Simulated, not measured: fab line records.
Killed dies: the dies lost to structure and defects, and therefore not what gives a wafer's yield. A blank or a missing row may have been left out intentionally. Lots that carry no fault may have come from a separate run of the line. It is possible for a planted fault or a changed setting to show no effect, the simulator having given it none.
fab line records ; flow n5-finfet
[record] lots = 7; wafers = 21
route steps=1938 shown BEOL_M11@1554 BEOL_M12@1625 BEOL_M13@1705 BEOL_M15@1809 MIM_BOT_ETCH@1867 PASSIVATION@1902
start-h: the number of hours between the record's first day and the start of the first shown wafer of the lot ; wait-h: hours from the lot's prior step to this one ; " same as the row above ; L1.1+2: a row that stands for several wafers ; - no value present, or no start provided ; * or withheld: withheld ; < > ~ a bound
route shown NAME@n: NAME is a module with steps in the file, n the number in the route of the first one ; usual: mean/standard deviation of fault-free wafers ; same: alike in all rows ; chamber/n: place in a boat ; sites: per-site readings ; _std_site: standard deviation across them ; _edge_site: mean of outer sites minus mean of inner sites ; radius-mm: for every site, how far away it sits from the centre of the wafer ; mask NAME#n: copy n ; behind: the last tool/chamber to shape the wafer ; hold: why the lot was held/for how many hours/how that ended ; device: whichever transistor did not switch (one of n, p or np) ; end of line: the route-end tests of the same wafers ; step lacking rows: just its recipe ; killed: at the first sort, the dies lost to defects and structure; wafer yield is something else ; map: dies across one wafer; x = killed, . = not, _ = none there
set.NAME: the setting as run; set.NAME@STEP: as run at that earlier step ; model.NAME: the simulator's own value behind a step, which no gauge read
lots whose settings were changed on purpose; a table a step, a row a wafer
[[steps]]
[step N5_BEOL_M11_ETCH_62]
[recipe] chemistry = N2/H2; target = SOC; target-depth-a = 1100; overetch-a = 220; mask-material = SiARC; temp-c = 40; time-s = 165; ion-energy-ev = 200; pressure-mtorr = 30; source-w = 840; bias-w = 150; n2-flow-sccm = 200; h2-flow-sccm = 200
[usual] rf-vpp-V = 522.7/2.6
lot.wafer;tool;chamber;start-h;wait-h;set.bias-w;rf-vpp-V;model.SiARC_of_BEOL_M11_COAT_60.thk-nm
L079.1;rie-diel-04;3;252.07;0.0;150;522.3;23.6
L079.2;rie-diel-04;1;252.07;0.0;135.3;494.5;24.4
L079.6;rie-diel-04;0;252.07;0.0;150;523.5;23.6
L080.2;rie-diel-02;3;260.69;0.0;150;526.8;23.4
L080.3;rie-diel-02;2;260.69;0.0;170.3;565.6;22.2
L080.5;rie-diel-02;2;260.69;0.0;170.3;566.4;22.2
L082.2;rie-diel-04;3;270.46;0.0;137.9;495.9;24.2
L082.3;rie-diel-04;1;270.46;0.0;150;526.1;23.4
L082.5;rie-diel-04;3;270.46;0.0;150;521.8;23.6
L085.1;rie-diel-04;0;296.37;0.0;150;523.8;23.4
L085.2;rie-diel-04;3;296.37;0.0;150;522.5;23.4
L085.5;rie-diel-04;0;296.37;0.0;150;523.7;23.6
L093.2;rie-diel-03;2;327.76;0.0;150;520.7;23.4
L093.4;rie-diel-03;0;327.76;0.0;150;520.5;23.4
L093.5;rie-diel-03;0;327.76;0.0;150;519.6;23.4
L094.1;rie-diel-04;2;341.38;0.0;150;523.0;23.6
L094.3;rie-diel-04;1;341.38;0.0;150;525.8;23.6
L094.5;rie-diel-04;0;341.38;0.0;150;523.5;23.6
L097.2;rie-diel-02;3;375.94;0.0;123.8;463.2;24.8
L097.3;rie-diel-02;1;375.94;0.0;150;516.5;23.4
L097.6;rie-diel-02;1;375.94;0.0;150;516.4;23.4
[step N5_BEOL_M11_COAT_22]
[recipe] resist = CAR-ArF; spin-rpm = 1500; resist-thk-nm = 90
lot.wafer;tool;chamber;start-h;wait-h;set.spin-rpm;model.CAR-ArF_of_BEOL_M11_COAT_22.thk-nm
L079.1;litho-track-05;0;-;-;1446;92
L079.2;litho-track-05;0;-;-;1446;91.6
L079.6;litho-track-05;0;-;-;1500;90
L080.2;litho-track-01;0;-;-;1343;94.6
L080.3;litho-track-01;0;-;-;1343;94.8
L080.5;litho-track-01;0;-;-;1500;89.6
L082.2+3;litho-track-03;0;-;-;1500;90.4
L082.5;litho-track-03;0;-;-;1500;90
L085.1;litho-track-03;0;-;-;1500;90
L085.2+5;litho-track-03;0;-;-;1500;90.2
L093.2;litho-track-05;0;-;-;1411;92.6
L093.4;litho-track-05;0;-;-;1500;90.2
L093.5;litho-track-05;0;-;-;1411;93.2
L094.1+3;litho-track-05;0;-;-;1500;89.6
L094.5;litho-track-05;0;-;-;1500;89.8
L097.2+3;litho-track-03;0;-;-;1500;89.4
L097.6;litho-track-03;0;-;-;1500;89.6
[step N5_BEOL_M11_EBR_24]
[recipe] solvent = PGMEA; ebr-width-mm = 1.5
[step N5_BEOL_M11_SOFTBAKE_23]
[recipe] temp-c = 110; time-s = 60; resist = CAR-ArF
[step N5_BEOL_M11_EXPOSE_25]
[recipe] mask-id = V10; na = 1.35; source-shape = annular; sigma-inner = 0.5; sigma-outer = 0.8; polarization = unpolarized; dose-mj = 85.5
[step N5_BEOL_M11_PEB_26]
[recipe] peb-temp-c = withheld; peb-time-s = 60; resist = CAR-ArF
[step N5_BEOL_M11_DEVELOP_27]
[recipe] develop-time-s = 30; developer = TMAH; resist = CAR-ArF; rinse-liquid = diw; dry = air-spin; dev-temp-c = 23
lot.wafer;tool;chamber;start-h;wait-h;set.spin-rpm@BEOL_M11_COAT_22;model.CAR-ArF_of_BEOL_M11_COAT_22.thk-nm
L079.1;litho-track-01;0;-;-;1446;90.2
L079.2;litho-track-01;0;-;-;1446;90
L079.6;litho-track-01;0;-;-;1500;88.2
L080.2;litho-track-03;0;-;-;1343;93
L080.3;litho-track-03;0;-;-;1343;93.2
L080.5;litho-track-03;0;-;-;1500;88
L082.2;litho-track-01;0;-;-;1500;88.6
L082.3;litho-track-01;0;-;-;1500;88.8
L082.5;litho-track-01;0;-;-;1500;88.4
L085.1;litho-track-01;0;-;-;1500;88.2
L085.2;litho-track-01;0;-;-;1500;88.6
L085.5;litho-track-01;0;-;-;1500;88.4
L093.2;litho-track-05;0;-;-;1411;91
L093.4;litho-track-05;0;-;-;1500;88.4
L093.5;litho-track-05;0;-;-;1411;91.4
L094.1+3+5;litho-track-01;0;-;-;1500;88
L097.2+3;litho-track-05;0;-;-;1500;87.8
L097.6;litho-track-05;0;-;-;1500;88
[step N5_BEOL_M11_DESCUM_33]
[recipe] chemistry = O2; time-s = 7.9; source-power-w = 50; bias-power-w = 20; pressure-mtorr = 20; rf-frequency-hz = 2.712e+07; temp-c = 40; resist = CAR-ArF; o2-flow-sccm = 225
[step N5_BEOL_M11_ETCH_65]
[recipe] chemistry = CF4; target = SiARC; target-depth-a = 390; mask-material = CAR-ArF; time-s = 65; ion-energy-ev = 80; pressure-mtorr = 40; source-w = 545; bias-w = 36; Ar_flow_sccm = 100; cf4-flow-sccm = 100; ends = cleared
lot.wafer;tool;chamber;start-h;wait-h;set.spin-rpm@BEOL_M11_COAT_22;model.CAR-ArF_of_BEOL_M11_COAT_22.thk-nm
L079.1;rie-diel-02;3;253.14;0.0;1446;57.4
L079.2;rie-diel-02;2;253.14;0.0;1446;57
L079.6;rie-diel-02;3;253.14;0.0;1500;55.4
L080.2;rie-diel-02;2;261.94;0.0;1343;60.2
L080.3;rie-diel-02;0;261.94;0.0;1343;60.4
L080.5;rie-diel-02;3;261.94;0.0;1500;55.4
L082.2;rie-diel-04;1;271.86;0.0;1500;55.8
L082.3;rie-diel-04;3;271.86;0.0;1500;56
L082.5;rie-diel-04;0;271.86;0.0;1500;55.4
L085.1;rie-diel-02;3;297.27;0.0;1500;55.4
L085.2+5;rie-diel-02;2;297.27;0.0;1500;55.6
L093.2;rie-diel-03;3;330.40;0.0;1411;58
L093.4;rie-diel-03;2;330.40;0.0;1500;55.6
L093.5;rie-diel-03;0;330.40;0.0;1411;58.6
L094.1+3;rie-diel-03;3,1;344.42;0.0;1500;55.2
L094.5;rie-diel-03;1;344.42;0.0;1500;55.4
L097.2+3;rie-diel-03;0,2;376.84;0.0;1500;55
L097.6;rie-diel-03;3;376.84;0.0;1500;55.2
[step N5_BEOL_M12_COAT_22]
[recipe] spin-rpm = 2888; resist-thk-nm = 300
lot.wafer;tool;chamber;start-h;wait-h;set.spin-rpm;model.coat_of_BEOL_M12_COAT_22.thk-nm
L079.1;litho-track-02;0;-;-;2888;299.6
L079.2;litho-track-02;0;-;-;2565;318.8
L079.6;litho-track-02;0;-;-;2565;318
L080.2;litho-track-04;0;-;-;3028;291.4
L080.3;litho-track-04;0;-;-;2888;300
L080.5;litho-track-04;0;-;-;2888;299.6
L082.2;litho-track-02;0;-;-;3056;292.6
L082.3;litho-track-02;0;-;-;2888;300.8
L082.5;litho-track-02;0;-;-;3056;292.2
L085.1;litho-track-04;0;-;-;2618;313.8
L085.2;litho-track-04;0;-;-;2618;314
L085.5;litho-track-04;0;-;-;2888;299.2
L093.2;litho-track-02;0;-;-;2888;300.6
L093.4;litho-track-02;0;-;-;2888;300
L093.5;litho-track-02;0;-;-;3088;290.2
L094.1+3;litho-track-04;0;-;-;2888;298
L094.5;litho-track-04;0;-;-;2888;299
L097.2;litho-track-01;0;-;-;2888;300.8
L097.3;litho-track-01;0;-;-;2888;300.6
L097.6;litho-track-01;0;-;-;3031;294.2
[step N5_BEOL_M12_ETCH_68]
[recipe] chemistry = N2/H2; target = SOC; mask-material = SiARC; source-w = 3000; bias-w = 350; temp-c = 40; time-s = 285; ion-energy-ev = 200; pressure-mtorr = 30; n2-flow-sccm = 200; h2-flow-sccm = 200
lot.wafer;tool;chamber;start-h;wait-h;set.time-s;model.SiARC_of_BEOL_M12_COAT_66.thk-nm
L079.1;rie-diel-05;2;258.91;0.1;285;85.2
L079.2;rie-diel-05;3;258.91;0.1;285;85
L079.6;rie-diel-05;2;258.91;0.1;285;85.4
L080.2;rie-diel-01;2;268.92;0.1;330.3;82
L080.3;rie-diel-01;0;268.92;0.1;285;85
L080.5;rie-diel-01;2;268.92;0.1;285;85.6
L082.2;rie-diel-05;2;278.16;0.1;285;86
L082.3;rie-diel-05;0;278.16;0.1;313.8;83.8
L082.5;rie-diel-05;0;278.16;0.1;285;85.6
L085.1+5;rie-diel-06;1,3;302.90;0.1;285;86.2
L085.2;rie-diel-06;0;302.90;0.1;285;86.6
L093.2;rie-diel-01;3;336.44;0.1;251.9;89.2
L093.4;rie-diel-01;2;336.44;0.1;251.9;89
L093.5;rie-diel-01;3;336.44;0.1;285;86.4
L094.1+5;rie-diel-01;2;350.02;0.1;285;86.2
L094.3;rie-diel-01;0;350.02;0.1;285;85.2
L097.2;rie-diel-05;3;384.04;0.1;307.3;83.6
L097.3;rie-diel-05;0;384.04;0.1;307.3;83.8
L097.6;rie-diel-05;3;384.04;0.1;285;85.6
[step N5_BEOL_M13_SPUTTER_43]
[recipe] material = TaN; target-thk-a = 150; temp-c = 50; bias-v = 168.6; power-w = 15000; chamber-pressure-pa = 0.12; time-s = 24.19
lot.wafer;tool;chamber;start-h;wait-h;set.time-s;model.TaN_of_BEOL_M13_SPUTTER_43.thk-nm
L079.1+2;pvd-sputter-02;-;275.53;0.0;24.19;15
L079.6;pvd-sputter-02;-;275.53;0.0;24.19;14.8
L080.2;pvd-sputter-02;-;280.10;0.0;26.6;16.8
L080.3+5;pvd-sputter-02;-;280.10;0.0;24.19;15.2
L082.2+3+5;pvd-sputter-01;-;288.88;0.0;21.77;13.6
L085.1+2;pvd-sputter-03;-;309.26;0.0;24.19;14.8
L085.5;pvd-sputter-03;-;309.26;0.0;27.12;16.6
L093.2;pvd-sputter-03;-;342.63;0.0;24.19;15.4
L093.4+5;pvd-sputter-03;-;342.63;0.0;24.19;15.2
L094.1;pvd-sputter-01;-;359.34;0.0;24.19;14.8
L094.3+5;pvd-sputter-01;-;359.34;0.0;24.19;15
L097.2+6;pvd-sputter-01;-;392.44;0.0;24.19;14.8
L097.3;pvd-sputter-01;-;392.44;0.0;24.19;15
[step N5_BEOL_M13_SPUTTER_44]
[recipe] material = Ta; target-thk-a = 100; temp-c = 50; bias-v = 80; power-w = 15000; chamber-pressure-pa = 0.07; time-s = 16.13
[step N5_BEOL_M13_SPUTTER_45]
[recipe] material = Cu; target-thk-a = 800; temp-c = -20; bias-v = 60; power-w = 26000; chamber-pressure-pa = 0.13; time-s = 13.33
[step N5_BEOL_M13_ECD_47]
[recipe] material = Cu; target-thk-a = 9360
[step N5_BEOL_M13_ANNEAL_48]
[recipe] temp-c = 225; time-s = 90; ambient = N2
[step N5_BEOL_M13_CMP_49]
[recipe] stop-on = SiOC; t-overpolish-s = 17.1; down-force-psi = 1; platen-rpm = 50; clearing-platen-down-force-psi = 1.5; clearing-platen-rpm = 50; post-cmp-clean = cu-alkaline; target-thk-nm = 420; clearing-platen-pad-velocity-m-s = 0.99484; pad-velocity-m-s = 0.99484
[usual] barrier-field-endpoint-s = 30.5/0.69
lot.wafer;tool;chamber;start-h;wait-h;set.time-s@BEOL_M13_SPUTTER_43;barrier-field-endpoint-s
L079.2;cmp-02;2;276.38;0.2;24.19;29.9
L079.1;cmp-02;0;276.38;0.2;24.19;29.1
L079.6;cmp-02;2;276.38;0.2;24.19;29.4
L080.2;cmp-01;1;280.90;0.2;26.6;32.6
L080.3;cmp-01;3;280.90;0.2;24.19;30.4
L080.5;cmp-01;1;280.90;0.2;24.19;30.4
L082.2;cmp-02;0;289.66;0.2;21.77;29.0
L082.3;cmp-02;1;289.66;0.2;21.77;29.9
L082.5;cmp-02;3;289.66;0.2;21.77;29.1
L085.1;cmp-01;2;310.13;0.3;24.19;30.8
L085.2;cmp-01;0;310.13;0.3;24.19;30.5
L085.5;cmp-01;2;310.13;0.3;27.12;33.2
L093.2;cmp-01;3;343.42;0.3;24.19;31.5
L093.4;cmp-01;0;343.42;0.3;24.19;30.4
L093.5;cmp-01;2;343.42;0.3;24.19;31.4
L094.3;cmp-04;3;360.15;0.2;24.19;30.5
L094.1;cmp-04;2;360.15;0.2;24.19;30.3
L094.5;cmp-04;0;360.15;0.2;24.19;31.0
L097.3;cmp-01;3;393.35;0.3;24.19;31.1
L097.2;cmp-01;0;393.35;0.3;24.19;30.4
L097.6;cmp-01;2;393.35;0.3;24.19;30.6
[step N5_BEOL_M15_TRENCH_ETCH_34]
[recipe] chemistry = C4F8/O2/Ar; target = SiO2; target-depth-a = 8729.3; he-inner-torr = 15; he-outer-torr = 30; time-s = 199; ion-energy-ev = 800; pressure-mtorr = 20; source-w = 1905; bias-w = 2040; Ar_flow_sccm = 400; C4F8_flow_sccm = 16; O2_flow_sccm = 12
[usual] rf-vpp-V = 2214/19
lot.wafer;tool;chamber;start-h;wait-h;set.bias-w;rf-vpp-V
L079.1;rie-diel-02;1;286.12;0.0;2040;2189
L079.2;rie-diel-02;0;286.12;0.0;2264;2372
L079.6;rie-diel-02;2;286.12;0.0;2040;2208
L080.2;rie-diel-02;3;288.58;0.0;2040;2237
L080.3;rie-diel-02;1;288.58;0.0;2040;2189
L080.5;rie-diel-02;1;288.58;0.0;1797;2000
L082.2;rie-diel-03;1;300.44;0.0;2040;2230
L082.3;rie-diel-03;3;300.44;0.0;1926;2093
L082.5;rie-diel-03;0;300.44;0.0;2040;2218
L085.1;rie-diel-02;1;318.67;0.0;2040;2188
L085.2;rie-diel-02;0;318.67;0.0;1929;2124
L085.5;rie-diel-02;1;318.67;0.0;1929;2103
L093.2;rie-diel-02;0;352.95;0.0;1797;2016
L093.4;rie-diel-02;3;352.95;0.0;1797;2045
L093.5;rie-diel-02;0;352.95;0.0;2040;2206
L094.1;rie-diel-03;0;370.52;0.0;2040;2218
L094.3;rie-diel-03;2;370.52;0.0;2040;2202
L094.5;rie-diel-03;3;370.52;0.0;2040;2179
L097.2;rie-diel-03;2;402.24;0.0;2040;2203
L097.3;rie-diel-03;0;402.24;0.0;2040;2218
L097.6;rie-diel-03;0;402.24;0.0;2040;2217
[step N5_BEOL_M15_SPUTTER_44]
[recipe] material = Ta; target-thk-a = 150; temp-c = 50; bias-v = 80; power-w = 15000; chamber-pressure-pa = 0.07; time-s = 24.19
lot.wafer;tool;chamber;start-h;wait-h;set.power-w;model.Ta_of_BEOL_M15_SPUTTER_44.thk-nm
L079.1+6;pvd-sputter-03;-;290.05;0.0;15840;15.6
L079.2;pvd-sputter-03;-;290.05;0.0;15000;14.8
L080.2;pvd-sputter-02;-;290.08;0.0;15000;15.2
L080.3+5;pvd-sputter-02;-;290.08;0.0;17700;17.8
L082.2+3;pvd-sputter-02;-;303.00;0.0;15000;14.8
L082.5;pvd-sputter-02;-;303.00;0.0;16360;16.2
L085.1+2;pvd-sputter-01;-;322.83;0.0;17300;17.4
L085.5;pvd-sputter-01;-;322.83;0.0;15000;15
L093.2;pvd-sputter-03;-;355.53;0.0;15000;15
L093.4+5;pvd-sputter-03;-;355.53;0.0;14110;14
L094.1;pvd-sputter-03;-;372.03;0.0;15000;14.8
L094.3+5;pvd-sputter-03;-;372.03;0.0;15000;15
L097.2+3;pvd-sputter-02;-;403.90;0.0;15000;15
L097.6;pvd-sputter-02;-;403.90;0.0;15000;15.2
[step N5_MIM_BOT_ETCH_ETCH_03]
[recipe] chemistry = Cl2/BCl3; target-depth-a = 120; pressure-mtorr = 8; icp-w = 800; bias-w = 100; Cl2_flow_sccm = 20; bcl3-flow-sccm = 80
lot.wafer;tool;chamber;start-h;wait-h;set.icp-w;model.etch.depth-nm;model.MIM_BOT_ETCH.cd-offset-nm
L079.1;rie-metal-01;1;296.12;0.1;800;11.84;0
L079.2+6;rie-metal-01;0;296.12;0.1;854.2;12.64;-0.4
L080.2;rie-metal-02;1;296.35;0.1;800;12.15;0.2
L080.3;rie-metal-02;1;296.35;0.1;662.5;10.3;1
L080.5;rie-metal-02;1;296.35;0.1;800;12.12;0
L082.2;rie-metal-02;1;310.05;0.1;858;12.77;-0.6
L082.3;rie-metal-02;1;310.05;0.1;858;12.89;-0.4
L082.5;rie-metal-02;0;310.05;0.1;858;13.03;-0.6
L085.1;rie-metal-01;0;329.10;0.1;925;13.61;-0.4
L085.2;rie-metal-01;0;329.10;0.1;800;12.02;0.2
L085.5;rie-metal-01;0;329.10;0.1;800;11.94;0.4
L093.2;rie-metal-02;0;361.74;0.1;886.4;13.45;-0.8
L093.4;rie-metal-02;0;361.74;0.1;886.4;13.42;-0.8
L093.5;rie-metal-02;0;361.74;0.1;800;12.19;0
L094.1;rie-metal-03;1;378.12;0.1;800;11.62;0
L094.3;rie-metal-03;0;378.12;0.1;800;12.12;0.2
L094.5;rie-metal-03;1;378.12;0.1;800;11.66;-0.2
L097.2;rie-metal-03;1;411.09;0.1;800;11.65;0
L097.3;rie-metal-03;0;411.09;0.1;800;12.13;-0.2
L097.6;rie-metal-03;1;411.09;0.1;800;11.75;0.2
[step N5_PASSIVATION_PEB_28]
[recipe] peb-temp-c = withheld; peb-time-s = *
lot.wafer;tool;chamber;start-h;wait-h;set.peb-time-s
L079.1+6;litho-track-04;0;299.09;0.1;*
L079.2;litho-track-04;0;299.09;0.1;*
L080.2;litho-track-04;0;299.49;0.0;*
L080.3+5;litho-track-04;0;299.49;0.0;*
L082.2;litho-track-05;0;312.65;0.0;*
L082.3+5;litho-track-05;0;312.65;0.0;*
L085.1+5;litho-track-01;0;332.43;0.1;*
L085.2;litho-track-01;0;332.43;0.1;*
L093.2+4+5;litho-track-04;0;366.84;0.0;*
L094.1+3+5;litho-track-01;0;381.19;0.1;*
L097.2+3+6;litho-track-04;0;416.59;0.0;*
[step N5_PASSIVATION_DEVELOP_29]
[recipe] develop-time-s = 60; rinse-liquid = diw; dry = air-spin; dev-temp-c = 21
[step N5_PASSIVATION_HARDBAKE_31]
[recipe] temp-c = 130; time-s = 120
[step N5_PASSIVATION_CD_MEAS_30]
[recipe] target-cd-nm = 4000; landing-energy-ev = 500; detector = se-inlens; polarity = opening
[usual] cd-nm = 4000.1/1.3
lot.wafer;tool;chamber;start-h;wait-h;set.peb-time-s@PASSIVATION_PEB_28;cd-nm
L079.1;cd-sem-03;0;299.21;-;*;3995.8
L079.2;cd-sem-03;0;299.21;-;*;3998.7
L079.6;cd-sem-03;0;299.21;-;*;3996.7
L080.2;cd-sem-03;0;299.61;-;*;4003.6
L080.3;cd-sem-03;0;299.61;-;*;3996.8
L080.5;cd-sem-03;0;299.61;-;*;3997.4
L082.2;cd-sem-01;0;312.77;-;*;4000.8
L082.3;cd-sem-01;0;312.77;-;*;4006.3
L082.5;cd-sem-01;0;312.77;-;*;4007.0
L085.1;cd-sem-02;0;332.54;-;*;4005.1
L085.2;cd-sem-02;0;332.54;-;*;3998.7
L085.5;cd-sem-02;0;332.54;-;*;4004.6
L093.2;cd-sem-01;0;366.96;-;*;3998.2
L093.4;cd-sem-01;0;366.96;-;*;3999.7
L093.5;cd-sem-01;0;366.96;-;*;3998.5
L094.1;cd-sem-01;0;381.31;-;*;4001.8
L094.3;cd-sem-01;0;381.31;-;*;4000.4
L094.5;cd-sem-01;0;381.31;-;*;3999.4
L097.2;cd-sem-02;0;416.71;-;*;4001.5
L097.3;cd-sem-02;0;416.71;-;*;3998.3
L097.6;cd-sem-02;0;416.71;-;*;4000.8
[step N5_PASSIVATION_ETCH_59]
[recipe] chemistry = Cl2/BCl3; target = TaN; target-depth-a = 650; time-s = 34.9; ion-energy-ev = 100; pressure-mtorr = 10; icp-w = 900; bias-w = 100; Cl2_flow_sccm = 60; bcl3-flow-sccm = 30
lot.wafer;tool;chamber;start-h;wait-h;set.time-s;model.etch.depth-nm
L079.1;rie-metal-01;0;299.79;0.3;34.9;65.33
L079.2;rie-metal-01;1;299.79;0.3;32.1;59.69
L079.6;rie-metal-01;1;299.79;0.3;32.1;59.73
L080.2;rie-metal-03;1;300.18;0.3;34.9;62.56
L080.3;rie-metal-03;0;300.18;0.3;34.9;65.75
L080.5;rie-metal-03;0;300.18;0.3;34.9;65.42
L082.2;rie-metal-03;1;313.34;0.3;34.9;63.64
L082.3;rie-metal-03;0;313.34;0.3;37.78;71.48
L082.5;rie-metal-03;0;313.34;0.3;34.9;65.82
L085.1;rie-metal-01;0;333.52;0.7;34.9;64.17
L085.2;rie-metal-01;0;333.52;0.7;34.9;64.61
L085.5;rie-metal-01;0;333.52;0.7;34.9;64.24
L093.2;rie-metal-01;1;367.54;0.3;37.44;68.73
L093.4;rie-metal-01;1;367.54;0.3;37.44;68.97
L093.5;rie-metal-01;0;367.54;0.3;34.9;64.72
L094.1;rie-metal-01;0;381.89;0.3;34.9;65.08
L094.3;rie-metal-01;1;381.89;0.3;34.9;63.86
L094.5;rie-metal-01;0;381.89;0.3;34.9;64.58
L097.2;rie-metal-02;0;417.36;0.3;30.5;57.34
L097.3;rie-metal-02;1;417.36;0.3;34.9;65.27
L097.6;rie-metal-02;0;417.36;0.3;34.9;65.63
[[key]]
[split] step = N5_BEOL_M11_ETCH_62; setting = bias-w; stated = 150; by = wafer
[response] step = N5_BEOL_M11_ETCH_62; reading = rf-vpp-V; change = +3.03; per = 1%; r = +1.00
[response] step = N5_BEOL_M11_ETCH_62; reading = model.SiARC_of_BEOL_M11_COAT_60.thk-nm; change = -0.0834; per = 1%; r = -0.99
[split] step = N5_BEOL_M11_COAT_22; setting = spin-rpm; stated = 1500; by = wafer
[response] step = N5_BEOL_M11_COAT_22; reading = model.CAR-ArF_of_BEOL_M11_COAT_22.thk-nm; change = -0.481; per = 1%; r = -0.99
[response] step = N5_BEOL_M11_DEVELOP_27; reading = model.CAR-ArF_of_BEOL_M11_COAT_22.thk-nm; change = -0.487; per = 1%; r = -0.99
[response] step = N5_BEOL_M11_ETCH_65; reading = model.CAR-ArF_of_BEOL_M11_COAT_22.thk-nm; change = -0.468; per = 1%; r = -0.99
[split] step = N5_BEOL_M12_COAT_22; setting = spin-rpm; stated = 2888; by = wafer
[response] step = N5_BEOL_M12_COAT_22; reading = model.coat_of_BEOL_M12_COAT_22.thk-nm; change = -1.58; per = 1%; r = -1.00
[split] step = N5_BEOL_M12_ETCH_68; setting = time-s; stated = 285; by = wafer
[response] step = N5_BEOL_M12_ETCH_68; reading = model.SiARC_of_BEOL_M12_COAT_66.thk-nm; change = -0.216; per = 1%; r = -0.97
[split] step = N5_BEOL_M13_SPUTTER_43; setting = time-s; stated = 24.19; by = wafer
[response] step = N5_BEOL_M13_SPUTTER_43; reading = model.TaN_of_BEOL_M13_SPUTTER_43.thk-nm; change = +0.153; per = 1%; r = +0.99
[response] step = N5_BEOL_M13_CMP_49; reading = barrier-field-endpoint-s; change = +0.214; per = 1%; r = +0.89
[split] step = N5_BEOL_M15_TRENCH_ETCH_34; setting = bias-w; stated = 2040; by = wafer
[response] step = N5_BEOL_M15_TRENCH_ETCH_34; reading = rf-vpp-V; change = +16.5; per = 1%; r = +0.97
[split] step = N5_BEOL_M15_SPUTTER_44; setting = power-w; stated = 15000; by = wafer
[response] step = N5_BEOL_M15_SPUTTER_44; reading = model.Ta_of_BEOL_M15_SPUTTER_44.thk-nm; change = +0.151; per = 1%; r = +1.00
[split] step = N5_MIM_BOT_ETCH_ETCH_03; setting = icp-w; stated = 800; by = wafer
[response] step = N5_MIM_BOT_ETCH_ETCH_03; reading = model.etch.depth-nm; change = +0.108; per = 1%; r = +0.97
[response] step = N5_MIM_BOT_ETCH_ETCH_03; reading = model.MIM_BOT_ETCH.cd-offset-nm; change = -0.0538; per = 1%; r = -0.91
[split] step = N5_PASSIVATION_PEB_28; setting = peb-time-s; stated = *; by = wafer
[response] step = N5_PASSIVATION_CD_MEAS_30; reading = cd-nm; change = +0.275; per = 1%; r = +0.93
[split] step = N5_PASSIVATION_ETCH_59; setting = time-s; stated = 34.9; by = wafer
[response] step = N5_PASSIVATION_ETCH_59; reading = model.etch.depth-nm; change = +0.677; per = 1%; r = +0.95
